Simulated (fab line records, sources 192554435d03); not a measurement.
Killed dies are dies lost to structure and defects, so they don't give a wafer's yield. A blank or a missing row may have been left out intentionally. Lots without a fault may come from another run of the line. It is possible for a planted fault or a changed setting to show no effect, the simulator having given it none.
Matching of chambers	flow n5 finfet	N5_BEOL_M10_DEP_56 on pecvd-01 has 3 sister chambers
The step deposits SiCN from 3MS/NH3, target thk 15 nm, time 26.5 s. 3 wafers are shown with their chamber, then 8 later ones without.

## EACH WAFER AND ITS CHAMBER
wafer	chamber	throttle valve pct (%)
L090.2	1	8.8
L090.6	0	9.9
L088.2	2	9.1

## WAFERS MISSING THEIR CHAMBER
wafer	throttle valve pct (%)
L088.4	9.0
L088.6	9.9
L089.2	8.9
L089.3	9.0
L089.6	10.0
L095.2	8.8
L095.5	9.2
L095.6	8.7

## EACH ONE'S CHAMBER
wafer	from the rows above	in truth
L088.4	can't be placed: 2 or 1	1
L088.6	0	0
L089.2	can't be placed: 1 or 2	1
L089.3	can't be placed: 2 or 1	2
L089.6	0	0
L095.2	1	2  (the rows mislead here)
L095.5	2	2
L095.6	1	1
Correctly placed: 4 of 8. Cannot be placed on the basis of these rows: 3; the candidates contain the true chamber in 3. Placed wrongly: 1.
How it was worked out, from the rows above alone: a wafer's distance from a chamber is the root of the sum, over the readings, of the square of ((its reading less the chamber's mean) divided by the reading's scatter). The wafer belongs to the nearest chamber; if the next one is less than 2 further off, it can't be placed. A chamber's mean is the mean of its shown wafers. The scatter (one wafer shown for each chamber): square how far every hidden wafer sits from the nearest shown wafer, average those squares and take the square root.
